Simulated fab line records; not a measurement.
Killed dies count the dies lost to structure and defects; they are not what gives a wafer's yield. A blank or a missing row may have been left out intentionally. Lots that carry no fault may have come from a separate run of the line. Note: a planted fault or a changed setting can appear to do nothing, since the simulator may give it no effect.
Chamber matching / flow n5 finfet / N5_BEOL_M9_ETCH_62 on rie diel-03 has 4 sister chambers
The step etches SOC in N2/H2, target depth 110 nm, overetch 22 nm, time 165 s. 22 wafers are shown with their chamber, then 11 later ones without.

WAFERS WITH THEIR CHAMBER
wafer=L079.1; chamber=3; showerhead plenum p Torr (Torr)=2.63; throttle valve pct (%)=17.86; drypump motor current A (A)=5.5
wafer=L079.3; chamber=0; showerhead plenum p Torr (Torr)=2.46; throttle valve pct (%)=17.66; drypump motor current A (A)=5.9
wafer=L079.4; chamber=1; showerhead plenum p Torr (Torr)=2.53; throttle valve pct (%)=17.65; drypump motor current A (A)=5.7
wafer=L080.2; chamber=3; showerhead plenum p Torr (Torr)=2.63; throttle valve pct (%)=17.87; drypump motor current A (A)=5.5
wafer=L080.3; chamber=2; showerhead plenum p Torr (Torr)=2.44; throttle valve pct (%)=18.00; drypump motor current A (A)=6.1
wafer=L080.6; chamber=3; showerhead plenum p Torr (Torr)=2.63; throttle valve pct (%)=17.88; drypump motor current A (A)=5.5
wafer=L082.4; chamber=1; showerhead plenum p Torr (Torr)=2.53; throttle valve pct (%)=17.64; drypump motor current A (A)=5.7
wafer=L082.5; chamber=0; showerhead plenum p Torr (Torr)=2.46; throttle valve pct (%)=17.63; drypump motor current A (A)=5.9
wafer=L082.6; chamber=1; showerhead plenum p Torr (Torr)=2.53; throttle valve pct (%)=17.63; drypump motor current A (A)=5.7
wafer=L085.2; chamber=0; showerhead plenum p Torr (Torr)=2.46; throttle valve pct (%)=17.65; drypump motor current A (A)=6.0
wafer=L085.3; chamber=1; showerhead plenum p Torr (Torr)=2.53; throttle valve pct (%)=17.65; drypump motor current A (A)=5.7
wafer=L085.5; chamber=1; showerhead plenum p Torr (Torr)=2.53; throttle valve pct (%)=17.63; drypump motor current A (A)=5.7
wafer=L081.3; chamber=2; showerhead plenum p Torr (Torr)=2.44; throttle valve pct (%)=18.01; drypump motor current A (A)=6.0
wafer=L081.5; chamber=1; showerhead plenum p Torr (Torr)=2.53; throttle valve pct (%)=17.65; drypump motor current A (A)=5.7
wafer=L081.6; chamber=0; showerhead plenum p Torr (Torr)=2.46; throttle valve pct (%)=17.63; drypump motor current A (A)=5.9
wafer=L087.1; chamber=2; showerhead plenum p Torr (Torr)=2.43; throttle valve pct (%)=18.02; drypump motor current A (A)=6.0
wafer=L087.3; chamber=0; showerhead plenum p Torr (Torr)=2.46; throttle valve pct (%)=17.66; drypump motor current A (A)=5.9
wafer=L087.6; chamber=2; showerhead plenum p Torr (Torr)=2.43; throttle valve pct (%)=18.03; drypump motor current A (A)=6.0
wafer=L088.2; chamber=2; showerhead plenum p Torr (Torr)=2.43; throttle valve pct (%)=18.03; drypump motor current A (A)=6.0
wafer=L088.4; chamber=1; showerhead plenum p Torr (Torr)=2.53; throttle valve pct (%)=17.65; drypump motor current A (A)=5.7
wafer=L088.5; chamber=2; showerhead plenum p Torr (Torr)=2.43; throttle valve pct (%)=18.01; drypump motor current A (A)=6.0
wafer=L090.1; chamber=3; showerhead plenum p Torr (Torr)=2.63; throttle valve pct (%)=17.91; drypump motor current A (A)=5.5

SIGNATURES, as means of the wafers listed above
reading=showerhead plenum p Torr; chamber 0=2.4600; chamber 1=2.5300; chamber 2=2.4333; chamber 3=2.6300; scatter within a chamber=0.00272
reading=throttle valve pct; chamber 0=17.6460; chamber 1=17.6429; chamber 2=18.0167; chamber 3=17.8800; scatter within a chamber=0.0141
reading=drypump motor current A; chamber 0=5.920; chamber 1=5.700; chamber 2=6.017; chamber 3=5.500; scatter within a chamber=0.0301
Rule: for each reading, subtract the chamber's mean from the wafer's reading, divide by that reading's scatter and square the result; add these up over the readings and take the root, which gives the wafer's distance from the chamber. If the next closest chamber is less than 2 further off than the closest, the wafer can't be placed; otherwise it belongs to the closest. The scatter is the square root of a quotient: the sum, over the shown wafers, of each reading's squared deviation from its chamber's mean, divided by wafers minus chambers.

WAFERS MISSING THEIR CHAMBER
wafer=L090.3; showerhead plenum p Torr (Torr)=2.52; throttle valve pct (%)=17.66; drypump motor current A (A)=5.7
wafer=L090.5; showerhead plenum p Torr (Torr)=2.52; throttle valve pct (%)=17.66; drypump motor current A (A)=5.7
wafer=L093.2; showerhead plenum p Torr (Torr)=2.52; throttle valve pct (%)=17.68; drypump motor current A (A)=5.7
wafer=L093.3; showerhead plenum p Torr (Torr)=2.63; throttle valve pct (%)=17.91; drypump motor current A (A)=5.6
wafer=L093.5; showerhead plenum p Torr (Torr)=2.45; throttle valve pct (%)=17.68; drypump motor current A (A)=5.9
wafer=L092.2; showerhead plenum p Torr (Torr)=2.43; throttle valve pct (%)=18.05; drypump motor current A (A)=6.1
wafer=L092.3; showerhead plenum p Torr (Torr)=2.52; throttle valve pct (%)=17.68; drypump motor current A (A)=5.7
wafer=L092.6; showerhead plenum p Torr (Torr)=2.45; throttle valve pct (%)=17.66; drypump motor current A (A)=5.9
wafer=L096.1; showerhead plenum p Torr (Torr)=2.52; throttle valve pct (%)=17.69; drypump motor current A (A)=5.7
wafer=L096.2; showerhead plenum p Torr (Torr)=2.45; throttle valve pct (%)=17.69; drypump motor current A (A)=5.9
wafer=L096.5; showerhead plenum p Torr (Torr)=2.45; throttle valve pct (%)=17.68; drypump motor current A (A)=5.9

WHICH CHAMBER EACH WENT THROUGH
wafer=L090.3; from the rows above=1; in truth=1
wafer=L090.5; from the rows above=1; in truth=1
wafer=L093.2; from the rows above=1; in truth=1
wafer=L093.3; from the rows above=3; in truth=3
wafer=L093.5; from the rows above=0; in truth=0
wafer=L092.2; from the rows above=2; in truth=2
wafer=L092.3; from the rows above=1; in truth=1
wafer=L092.6; from the rows above=0; in truth=0
wafer=L096.1; from the rows above=1; in truth=1
wafer=L096.2; from the rows above=0; in truth=0
wafer=L096.5; from the rows above=0; in truth=0
11 of 11 placed correctly. Not placeable from these rows: 0. Number placed wrongly: 0.
